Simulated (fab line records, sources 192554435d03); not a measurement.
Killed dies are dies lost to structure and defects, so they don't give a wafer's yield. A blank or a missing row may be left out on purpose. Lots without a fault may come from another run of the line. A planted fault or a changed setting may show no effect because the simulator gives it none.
Which tool did it? | flow n5_finfet | 10 lots, 30 wafers sampled, at 3 steps of a route of 1938

WHAT THE GAUGES READ, wafer by wafer
N5_BEOL_M4_RC_MEAS_101.
lot  | measured     | on        | RS_NWELL (ohm/sq)
L983 | day 8 10:10  | prober-01 | 1033 1043 1046
L984 | day 7 20:03  | prober-01 | 1037 1037 1034
L985 | day 8 10:22  | prober-02 | 1039 1042 1037
L987 | day 9 03:16  | prober-02 | 1040 1042 1039
L989 | day 9 12:04  | prober-01 | 1029 1034 1030
L998 | day 12 01:44 | prober-01 | 1219 1217 1224
L100 | day 12 05:22 | prober-02 | 1214 1225 1217
L101 | day 13 01:41 | prober-01 | 1037 1041 1035
L103 | day 13 01:34 | prober-02 | 1036 1037 1039
L105 | day 13 16:08 | prober-01 | 1047 1047 1042

WHICH TOOL RAN EACH LOT (tool, then ch and the chambers of the sampled wafers, then the start)
lot  | N5_ZERO_LAYER_ETCH_17             | N5_WELL_APT_IMPLANT_14
L983 | rie_diel-01 ch 0,2,3, day 1 12:50 | implanter-01 ch 0, day 1 14:05
L984 | rie_diel-03 ch 1,2, day 1 18:50   | implanter-02 ch 0, day 1 20:29
L985 | rie_diel-01 ch 2,3, day 2 00:50   | implanter-02 ch 0, day 2 02:00
L987 | rie_diel-04 ch 2,3, day 2 12:43   | implanter-01 ch 0, day 2 13:52
L989 | rie_diel-04 ch 0,2, day 3 00:43   | implanter-02 ch 0, day 3 01:48
L998 | rie_diel-03 ch 0,1,2, day 5 06:59 | implanter-02 ch 0, day 5 08:02
L100 | rie_diel-01 ch 1,2, day 5 18:43   | implanter-02 ch 0, day 5 20:02
L101 | rie_diel-01 ch 0,1,2, day 6 00:44 | implanter-01 ch 0, day 6 01:51
L103 | rie_diel-04 ch 0,1,3, day 6 12:44 | implanter-01 ch 0, day 6 13:47
L105 | rie_diel-04 ch 2,3, day 7 00:51   | implanter-01 ch 0, day 7 01:58
- N5_ZERO_LAYER_ETCH_17: etches SiO2 in CF4, target depth 12 nm, time 13.3 s.
- N5_WELL_APT_IMPLANT_14

THE ANSWER, worked out from the rows above alone
Rule: what is usual is taken from the lots themselves. Put in order of their means at a reading, lots are off if they are a third of the lots or fewer, leave a main group of 4 or more, and stand apart from it by a gap of 3 or more times the standard deviation of the main group's means; of several such gaps the widest counts. A main group whose means are all the same, to the digits that the tables above print for the reading, isn't used. A lot without any number at a reading at which 4 lots or more have one is off too. The other lots that the step has rows for count as sound.
Off: L998, L100, at N5_BEOL_M4_RC_MEAS_101 (RS_NWELL). The main group: mean 1038 ohm/sq, standard deviation 3.9.
A tool fits if, at a process step before that reading, it ran every lot that is off, and no sound lot after the first of them. The gauges at N5_BEOL_M4_RC_MEAS_101 are tried like those tools. One fits: implanter-02 at N5_WELL_APT_IMPLANT_14. Its last sound lot is L989 (day 3 01:48), its first lot that is off L998 (day 5 08:02): a fault that began between those two fits.

WHAT THE SIMULATOR HAD PUT IN
Process parameter drift: implanter-02, from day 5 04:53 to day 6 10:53, at N5_WELL_APT_IMPLANT_14. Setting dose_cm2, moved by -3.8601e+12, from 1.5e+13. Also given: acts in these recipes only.
Lots struck among those shown: L998, L100. The rule above found the same.
